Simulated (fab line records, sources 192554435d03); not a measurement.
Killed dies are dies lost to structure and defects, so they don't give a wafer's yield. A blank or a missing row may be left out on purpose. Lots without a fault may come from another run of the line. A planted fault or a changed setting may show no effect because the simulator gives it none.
fab line records | flow n5_finfet
record lots=6 wafers=18 last_day=17
route steps=1938 shown BEOL_M0_SAQP@661 BEOL_M4@1111
lots that met no fault: from a run of the same line without faults
start_h: hours from the record's first day to the start of the lot's first wafer shown | wait_h: hours since the lot's step before | " the same as in the row above | L1.1+2: a row that stands for several wafers | - no value, or no start given | * or withheld: withheld | < > ~ a bound
route shown NAME@n: a module of which the file shows steps, and the number in the route of the first | usual: mean/standard deviation of fault-free wafers | same: alike in all rows | chamber/n: place in a boat | sites: the reading at each site | _std_site: their standard deviation | _edge_site: outer sites' mean less inner sites' | radius_mm: how far each site lies from the wafer's centre | mask NAME#n: copy n | behind: the tool/chamber that last shaped the wafer | hold: why the lot was held/for how many hours/how that ended | device: the transistor (n, p or np) that didn't switch | end of line: the same wafers' tests at the end of the route | a step without rows: its recipe alone | killed: dies lost to structure and defects at the first sort, not the wafer's yield | map: a wafer's dies, x killed, . not, _ none there
set.NAME: the setting as run; set.NAME@STEP: as run at that earlier step | model.NAME: the simulator's own value behind a step, which no gauge read
lots at some steps of the route; a table a step, a row a wafer
services: from which hour (start_h, from the record's first day; less than 0 if before it) a tool's chamber was out of use, for how many hours, and why
## steps
# step N5_BEOL_M0_SAQP_SRD_93
# recipe dry=ipa_marangoni time_s=30 temp_c=23 rinse_liquid=diw
# step N5_BEOL_M0_SAQP_RECESS_114
# recipe chemistry=HF/NH3 target=SiO2 target_depth_a=144 afs_cycles=3 temp_c=30 sublimation_temp_c=180 sublimation_time_s=60
# step N5_BEOL_M0_SAQP_SPACER1_ALD_98
# recipe material=SiO2 target_thk_a=128 temp_c=300 ald_precursor_family=BDEAS ald_co_reactant=O2-plasma pulse_time_s=1 purge_time_s=2 co_reactant_purge_time_s=2 ald_cycles=138 pressure_torr=2
# usual heater_power_w=489/41 precursor_pulse_height_rel=1.002/0.02
# columns lot.wafer tool chamber start_h wait_h heater_power_w precursor_pulse_height_rel since_wet_clean_h
L425.1 ald_sin-02 1 116.40 0.3 477 1.007 212
L425.2 " 0 " " 528 0.994 212
L425.4 " 3 " " 535 0.993 212
L426.2 ald_sin-02 3 126.67 0.3 531 1.006 222
L426.3 " 1 " " 503 0.983 222
L426.6 " 0 " " 537 1.019 -
L435.1 ald_sin-01 0 186.22 3.2 594 1.032 178
L435.3 " 3 " " 445 0.974 178
L435.6 " 1 " " 496 0.993 -
L436.1 ald_sin-03 1 189.64 0.7 492 1.006 90
L436.3 " 3 " " 431 1.026 90
L436.5 " 1 " " 482 1.025 -
L446.3 ald_sin-02 2 249.04 0.5 471 0.963 345
L446.4 " 3 " " 528 1.001 345
L446.5 " 3 " " 524 1.000 -
L447.3 ald_sin-02 2 251.86 0.5 477 1.057 348
L447.5 " 0 " " 533 1.003 -
L447.6 " 3 " " 523 1.003 -
# step N5_BEOL_M0_SAQP_SPACER1_ETCHBACK_99
# recipe chemistry=CHF3/O2 mode=anisotropic_etchback target=SiO2 target_depth_a=154 time_s=7.7 pressure_mtorr=30 source_w=650 bias_w=170 Ar_flow_sccm=200 CHF3_flow_sccm=50 O2_flow_sccm=5 ion_energy_ev=200
# step N5_BEOL_M0_SAQP_MANDREL1_REMOVE_100
# recipe chemistry=HBr/Cl2/O2 bt_time_s=10 target=a-Si stop_on=SiNx endpoint=OES-SiCl over_etch_frac=0.85 icp_w=600 bias_w=30 HBr_flow_sccm=150 Cl2_flow_sccm=80 O2_flow_sccm=5 pressure_mtorr=10
# usual drypump_motor_current_A=5.8/0.31 mfc_cl2_sccm=80.01/0.24 oes_product_au=0.999/0.02 throttle_valve_pct=36.79/0.18
# columns lot.wafer tool chamber start_h wait_h drypump_motor_current_A mfc_cl2_sccm oes_product_au rf_hours_counter_h throttle_valve_pct
L425.1 rie_si-01 2 117.09 0.1 5.4 80.15 0.974 159 37.01
L425.2 " 3 " " 6.0 80.12 0.978 101 36.55
L425.4 " 1 " " 6.2 79.93 0.994 179 36.71
L426.2 rie_si-04 3 127.42 0.1 6.0 80.06 0.982 54 36.97
L426.3 " 1 " " 6.1 79.73 1.004 83 37.11
L426.6 " 1 " " 6.1 79.75 1.008 - 37.10
L435.1 rie_si-05 0 186.79 0.1 6.0 80.37 1.002 127 36.81
L435.3 " 2 " " 5.5 80.15 1.001 128 36.54
L435.6 " 1 " " 5.3 79.44 1.046 - 36.60
L436.1 rie_si-01 1 190.21 0.1 6.2 80.37 0.996 180 36.70
L436.3 " 3 " " 6.0 79.67 0.977 102 36.56
L436.5 " 1 " " 6.3 80.26 0.997 - 36.72
L446.3 rie_si-04 3 249.60 0.1 6.0 80.01 0.974 56 36.98
L446.4 " 0 " " 6.0 79.90 1.020 26 36.92
L446.5 " 2 " " 5.3 79.59 1.021 - 36.76
L447.3 rie_si-05 1 252.48 0.1 5.3 80.02 1.036 153 36.58
L447.5 " 0 " " 5.9 80.15 0.999 - 36.82
L447.6 " 1 " " 5.3 79.87 1.021 - 36.59
# step N5_BEOL_M0_SAQP_CD_MEAS_25
# recipe target_cd_nm=13.1 landing_energy_ev=1000 detector=se_inlens
# usual cd_nm=12.83/0.22
# columns lot.wafer tool chamber start_h wait_h cd_nm
L425.1 cd_sem-02 0 117.20 0.1 12.59
L425.2 " 0 " " 12.87
L425.4 " 0 " " 12.93
L426.2 cd_sem-02 0 127.53 0.1 13.49
L426.3 " 0 " " 13.04
L426.6 " 0 " " 12.74
L435.1 cd_sem-03 0 186.90 0.1 12.73
L435.3 " 0 " " 12.88
L435.6 " 0 " " 12.77
L436.1 cd_sem-01 0 190.31 0.1 13.06
L436.3 " 0 " " 12.85
L436.5 " 0 " " 12.73
L446.3 cd_sem-02 0 249.71 0.1 12.92
L446.4 " 0 " " 12.45
L446.5 " 0 " " 12.45
L447.3 cd_sem-01 0 252.59 0.1 12.46
L447.5 " 0 " " 12.93
L447.6 " 0 " " 12.65
# step N5_BEOL_M0_SAQP_ETCH_101
# recipe chemistry=CH3F/O2 target=SiNx mask_material=SiO2 target_depth_a=299 time_s=42.7 pressure_mtorr=30 source_w=395 bias_w=73 Ar_flow_sccm=150 CH3F_flow_sccm=30 O2_flow_sccm=20 ion_energy_ev=120
# usual CH3F_flow_sccm=30.01/0.09 bias_w=72.98/0.21 drypump_motor_current_A=5.7/0.47 oes_ar_750_au=0.81/0.085 oes_product_au=0.81/0.091 rf_vpp_V=295.7/2.3 showerhead_plenum_p_Torr=2.02/0.075 throttle_valve_pct=16.37/0.24
# columns lot.wafer tool chamber start_h wait_h CH3F_flow_sccm bias_w drypump_motor_current_A oes_ar_750_au oes_product_au rf_hours_counter_h rf_vpp_V showerhead_plenum_p_Torr throttle_valve_pct
L425.1 rie_diel-02 1 117.35 0.2 29.93 72.83 5.5 0.76 0.76 137 294.9 2.08 16.34
L425.2 " 0 " " 29.99 72.83 5.1 0.69 0.68 251 289.7 1.89 16.97
L425.4 " 0 " " 29.91 72.74 5.1 0.69 0.69 - 289.6 1.89 16.95
L426.2 rie_diel-05 0 127.57 0.0 29.88 72.80 5.6 0.70 0.70 243 298.1 1.97 16.36
L426.3 " 1 " " 30.06 73.40 5.8 0.78 0.76 161 294.0 2.08 16.48
L426.6 " 2 " " 29.89 73.01 5.4 0.76 0.76 - 298.4 2.00 16.69
L435.1 rie_diel-06 3 186.94 0.0 30.05 73.01 6.5 0.83 0.83 81 293.2 1.94 16.33
L435.3 " 2 " " 29.99 73.34 6.5 0.77 0.77 153 298.5 2.01 16.49
L435.6 " 3 " " 30.12 73.17 6.6 0.83 0.83 - 293.7 1.94 16.33
L436.1 rie_diel-02 1 190.35 0.0 29.95 73.20 5.6 0.75 0.74 162 294.7 2.07 16.39
L436.3 " 0 " " 30.00 73.14 5.1 0.92 0.92 18 295.0 2.13 16.52
L436.5 " 1 " " 30.00 73.25 5.5 0.75 0.74 - 293.6 2.07 16.40
L446.3 rie_diel-05 2 249.86 0.1 30.12 73.09 5.4 0.73 0.72 201 300.0 1.99 16.75
L446.4 " 1 " " 29.91 72.70 5.8 0.74 0.73 201 293.5 2.07 16.58
L446.5 " 2 " " 30.24 73.08 5.4 0.73 0.72 - 299.0 1.99 16.76
L447.3 rie_diel-06 3 252.70 0.1 29.98 73.02 6.6 0.81 0.81 99 293.7 1.93 16.36
L447.5 " 0 " " 30.16 72.75 5.7 0.84 0.83 - 294.7 2.03 16.07
L447.6 " 3 " " 30.00 72.77 6.5 0.81 0.80 - 292.9 1.93 16.36
# step N5_BEOL_M0_SAQP_ETCH_102
# recipe chemistry=CF4 target=SiO2 target_depth_a=40 ion_energy_ev=350 time_s=4.4 pressure_mtorr=10 icp_w=800 bias_w=400 cf4_flow_sccm=80
# step N5_BEOL_M0_SAQP_MANDREL_ETCH_103
# recipe chemistry=HBr/Cl2 target=a-Si target_depth_a=450 bt_time_s=10 stop_on=SiCN mask_material=SiO2 over_etch_frac=0.8 time_s=27 pressure_mtorr=10 icp_w=800 bias_w=75 HBr_flow_sccm=150 Cl2_flow_sccm=80 ends=end_point
# usual bias_w=75.00/0.21 drypump_motor_current_A=5.8/0.32 mfc_cl2_sccm=79.99/0.23 oes_product_au=0.683/0.015 throttle_valve_pct=35.50/0.16
# columns lot.wafer tool chamber start_h wait_h bias_w drypump_motor_current_A mfc_cl2_sccm oes_product_au rf_hours_counter_h throttle_valve_pct
L425.1 rie_si-05 2 117.54 0.0 75.27 5.5 80.15 0.682 126 35.31
L425.2 " 1 " " 74.73 5.3 79.46 0.700 150 35.34
L425.4 " 3 " " 74.85 5.6 80.15 0.680 188 35.38
L426.2 rie_si-01 3 127.71 0.0 74.99 6.0 79.87 0.666 101 35.28
L426.3 " 0 " " 75.01 6.1 79.96 0.668 54 35.41
L426.6 " 1 " " 75.10 6.2 80.17 0.683 - 35.44
L435.1 rie_si-01 0 187.07 0.0 75.09 6.0 80.22 0.672 55 35.41
L435.3 " 1 " " 75.20 6.2 80.09 0.679 180 35.46
L435.6 " 1 " " 74.87 6.3 80.20 0.676 - 35.47
L436.1 rie_si-04 3 190.50 0.0 75.04 6.0 79.85 0.665 55 35.71
L436.3 " 0 " " 74.95 6.0 80.08 0.683 25 35.64
L436.5 " 3 " " 74.85 6.0 80.01 0.663 - 35.69
L446.3 rie_si-05 0 250.00 0.0 74.67 6.0 80.04 0.682 128 35.54
L446.4 " 1 " " 74.53 5.3 80.04 0.709 153 35.33
L446.5 " 1 " " 74.95 5.2 80.15 0.720 - 35.31
L447.3 rie_si-01 0 252.84 0.0 75.31 6.0 79.76 0.659 56 35.44
L447.5 " 0 " " 75.40 6.0 79.76 0.664 - 35.41
L447.6 " 1 " " 75.00 6.2 80.15 0.682 - 35.46
# step N5_BEOL_M0_SAQP_RECESS_104
# recipe chemistry=HF/NH3 target=SiO2 target_depth_a=180 afs_cycles=3 temp_c=30 sublimation_temp_c=180 sublimation_time_s=60
# step N5_BEOL_M0_SAQP_COAT_105
# recipe resist=SOC temp_c=250 time_s=60 spin_rpm=1500 resist_thk_nm=100
# step N5_BEOL_M0_SAQP_ETCH_106
# recipe chemistry=N2/H2 target=SOC target_depth_a=1500 stop_on=SiNx ion_energy_ev=100 bias_w=61 pressure_mtorr=30 source_w=850 n2_flow_sccm=200 h2_flow_sccm=200
# usual bias_w=61.02/0.18 drypump_motor_current_A=5.8/0.43 oes_product_au=0.79/0.083 rf_vpp_V=240.8/1.4 showerhead_plenum_p_Torr=2.54/0.088 throttle_valve_pct=17.88/0.26
# columns lot.wafer tool chamber start_h wait_h bias_w drypump_motor_current_A oes_product_au rf_hours_counter_h rf_vpp_V showerhead_plenum_p_Torr throttle_valve_pct
L425.1 rie_diel-05 0 118.06 - 60.87 5.6 0.69 241 240.2 2.51 17.87
L425.2 " 3 " " 60.88 5.8 0.67 233 238.4 2.40 18.12
L425.4 " 1 " " 61.19 5.9 0.76 159 244.1 2.65 18.07
L426.2 rie_diel-06 0 128.24 - 60.67 5.7 0.87 26 241.0 2.60 17.54
L426.3 " 1 " " 61.11 5.5 0.73 165 240.2 2.44 17.85
L426.6 " 1 " " 61.09 5.5 0.74 - 238.0 2.44 17.83
L435.1 rie_diel-05 1 187.60 - 60.72 5.8 0.75 181 242.3 2.64 18.11
L435.3 " 0 " " 61.03 5.6 0.96 3 238.4 2.50 17.47
L435.6 " 2 " " 60.66 5.4 0.73 - 241.6 2.53 18.23
L436.1 rie_diel-05 0 191.03 - 60.94 5.6 0.96 5 239.8 2.50 17.45
L436.3 " 1 " " 61.01 5.9 0.73 183 242.0 2.64 18.12
L436.5 " 2 " " 60.81 5.4 0.73 - 239.0 2.53 18.24
L446.3 rie_diel-06 0 250.53 - 60.85 5.7 0.82 62 241.3 2.59 17.59
L446.4 " 3 " " 61.07 6.5 0.80 99 239.8 2.47 17.81
L446.5 " 2 " " 60.71 6.5 0.75 - 240.8 2.53 17.82
L447.3 rie_diel-06 1 253.38 - 60.88 5.6 0.71 202 240.1 2.42 17.91
L447.5 " 1 " " 60.99 5.5 0.71 - 239.8 2.42 17.93
L447.6 " 0 " " 61.15 5.8 0.82 - 241.2 2.59 17.60
# step N5_BEOL_M0_SAQP_ETCH_107
# recipe chemistry=CH3F/O2 target=SiNx target_depth_a=300 mask_material=SOC pressure_mtorr=30 source_w=395 bias_w=73 Ar_flow_sccm=150 CH3F_flow_sccm=30 O2_flow_sccm=20 ion_energy_ev=120
# usual CH3F_flow_sccm=30.01/0.096 bias_w=72.99/0.22 drypump_motor_current_A=5.8/0.43 oes_ar_750_au=0.80/0.081 oes_product_au=0.79/0.087 rf_vpp_V=296.3/2.3 showerhead_plenum_p_Torr=2.00/0.068 throttle_valve_pct=16.38/0.25
# columns lot.wafer tool chamber start_h wait_h CH3F_flow_sccm bias_w drypump_motor_current_A oes_ar_750_au oes_product_au rf_hours_counter_h rf_vpp_V showerhead_plenum_p_Torr throttle_valve_pct model.BEOL_M0_SAQP.feature_depth_nm
L425.1 rie_diel-05 0 118.12 0.0 30.00 72.49 5.6 0.70 0.70 241 299.1 1.97 16.35 29.6
L425.2 " 3 " " 29.95 73.31 5.7 0.69 0.67 233 293.0 1.89 16.63 29.6
L425.4 " 1 " " 30.01 73.27 5.8 0.78 0.77 159 293.6 2.09 16.50 29.6
L426.2 rie_diel-06 0 128.30 0.0 30.10 73.20 5.7 0.89 0.89 26 296.4 2.04 16.00 30.2
L426.3 " 1 " " 30.02 72.61 5.5 0.75 0.75 165 297.1 1.92 16.34 29.6
L426.6 " 1 " " 30.08 72.87 5.5 0.76 0.74 - 295.0 1.92 16.33 29.2
L435.1 rie_diel-05 1 187.66 0.0 30.01 54.83 5.9 0.75 0.71 181 234.4 2.08 16.53 27
L435.3 " 0 " " 30.15 54.52 5.6 0.96 0.92 3 237.2 1.96 15.90 27.6
L435.6 " 2 " " 30.03 54.85 5.4 0.74 0.69 - 238.2 1.99 16.71 27.2
L436.1 rie_diel-05 0 191.09 0.0 29.94 55.05 5.6 0.95 0.91 5 236.6 1.96 15.91 27.4
L436.3 " 1 " " 30.16 54.59 5.9 0.75 0.69 183 234.3 2.08 16.54 26.8
L436.5 " 2 " " 30.09 54.73 5.4 0.73 0.69 - 238.6 1.99 16.71 26.8
L446.3 rie_diel-06 0 250.59 0.0 29.84 73.19 5.7 0.83 0.83 62 296.7 2.03 16.05 30.2
L446.4 " 3 " " 29.97 73.33 6.6 0.81 0.81 99 293.1 1.93 16.37 30
L446.5 " 2 " " 30.05 72.81 6.5 0.75 0.75 - 296.7 2.00 16.53 29.6
L447.3 rie_diel-06 1 253.44 0.0 30.03 73.07 5.5 0.72 0.71 202 294.7 1.91 16.40 29.2
L447.5 " 1 " " 30.10 73.10 5.5 0.72 0.72 - 295.2 1.91 16.43 29.2
L447.6 " 0 " " 30.07 72.82 5.7 0.84 0.84 - 296.5 2.03 16.07 30.6
# step N5_BEOL_M0_SAQP_STRIP_108
# recipe chemistry=N2/H2 power_w=500 temp_c=40 pressure_mtorr=50 rf_frequency_hz=6e+07 overash_fraction=0.3 bias_power_w=28 h2_frac=0.5 n2_flow_sccm=300 h2_flow_sccm=300
# step N5_BEOL_M4_RC_MEAS_101
# usual DIBL_N=36.3/1.2 DIBL_P=36.7/1.5 IOFF_N=0.164/0.02 IOFF_P=0.214/0.024 ION_N=673/8.5 ION_P=461/5.9 SS_N=71.6/0.44 SS_P=73.3/0.55 VT_N=249.4/2.4 VT_P=-250.0/2.3
# columns lot.wafer tool chamber start_h wait_h DIBL_N[mV/V] DIBL_P[mV/V] IOFF_N[nA/um] IOFF_P[nA/um] ION_N[uA/um] ION_P[uA/um] SS_N[mV/dec] SS_P[mV/dec] VT_N[mV] VT_P[mV]
L425.1 prober-02 0 171.73 0.0 35.2 33.6 0.146 0.190 674 462 71.2 72.8 250.3 -249.2
L425.2 " 0 " " 36.0 34.6 0.151 0.207 660 462 71.9 73.1 250.2 -248.8
L425.4 " 0 " " 36.6 34.5 0.158 0.204 666 457 71.4 73.3 250.9 -249.3
L426.2 prober-01 0 194.91 0.2 35.8 38.1 0.168 0.214 678 462 71.2 73.9 247.9 -252.2
L426.3 " 0 " " 34.7 36.0 0.141 0.180 669 455 70.6 72.5 251.3 -251.2
L426.6 " 0 " " 35.6 36.7 0.156 0.194 668 455 72.1 72.8 250.0 -253.7
L435.1 prober-02 0 233.20 0.0 38.0 38.7 0.196 0.258 672 464 72.0 73.9 248.1 -245.5
L435.3 " 0 " " 35.6 35.4 0.153 0.209 671 459 72.1 73.8 252.9 -250.9
L435.6 " 0 " " 36.2 36.1 0.160 0.213 673 462 72.3 74.1 249.9 -250.0
L436.1 prober-02 0 247.75 0.0 37.7 36.2 0.166 0.207 667 461 72.1 73.8 248.4 -253.3
L436.3 " 0 " " 38.3 36.9 0.179 0.223 673 457 71.8 74.3 248.9 -247.9
L436.5 " 0 " " 38.0 37.0 0.183 0.222 672 457 71.5 73.8 249.3 -252.9
L446.3 prober-02 0 303.10 0.3 37.8 37.9 0.176 0.228 681 468 71.1 72.6 248.3 -247.1
L446.4 " 0 " " 37.9 38.0 0.180 0.226 679 464 72.1 73.4 246.9 -251.0
L446.5 " 0 " " 38.6 39.1 0.198 0.242 687 467 72.2 73.1 246.9 -250.7
L447.3 prober-02 0 307.49 0.3 37.3 39.5 0.178 0.237 679 466 71.8 73.9 250.1 -250.4
L447.5 " 0 " " 38.1 40.5 0.196 0.242 682 467 72.0 74.5 247.9 -249.3
L447.6 " 0 " " 36.9 39.9 0.183 0.241 688 469 71.3 73.9 247.6 -249.9
## services
# columns tool chamber start_h hours kind
rie_diel-06 1 113.05 1.8 repair
rie_diel-02 2 113.09 5.5 repair
ald_sin-03 - 114.28 0.5 repair
rie_diel-02 3 114.85 2.7 repair
ald_sin-03 - 132.48 2.8 pm
rie_diel-05 0 134.07 5.7 repair
ald_sin-02 3 156.59 14.0 repair
ald_sin-01 - 159.36 2.8 pm
rie_diel-05 0 159.98 - clean
rie_diel-05 0 159.98 - consumable_replace:focus_ring
rie_diel-05 0 159.98 15.6 scheduled_down
rie_diel-05 0 159.98 15.6 vent_cycle
ald_sin-01 - 163.98 6.0 pm
ald_sin-03 - 166.32 13.6 repair
rie_si-01 2 174.11 15.4 repair
rie_diel-05 3 175.58 - clean
ald_sin-03 - 179.96 6.0 pm
rie_diel-02 2 187.47 42.2 repair
rie_si-01 - 196.32 2.8 pm
rie_diel-05 - 197.43 0.5 repair
ald_sin-02 - 214.88 0.9 repair
rie_si-01 3 228.90 4.3 repair
rie_si-04 1 241.79 3.2 repair
ald_sin-03 3 248.26 2.9 repair
## key
first_sign step=N5_BEOL_M0_SAQP_ETCH_107 reading=bias_w direction=down sigmas=84 usual=* struck=*
effect step=N5_BEOL_M0_SAQP_ETCH_107 reading=rf_vpp_V direction=down sigmas=26 usual=296.3 struck=236.6
model_effect step=N5_BEOL_M0_SAQP_ETCH_107 value=BEOL_M0_SAQP.feature_depth_nm without=29.9 struck=27.13
met_at N5_BEOL_M0_SAQP_ETCH_107
struck_wafers L435.1,L435.3,L435.6,L436.1,L436.3,L436.5
onset_between 118.12 187.66
fault kind=process_parameter_drift tool=rie_diel-05 chamber=- onset_h=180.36 steps=N5_BEOL_M0_SAQP_ETCH_107 channel=bias_w offset=* shape=step end_h=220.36 acts_in=* stated=*
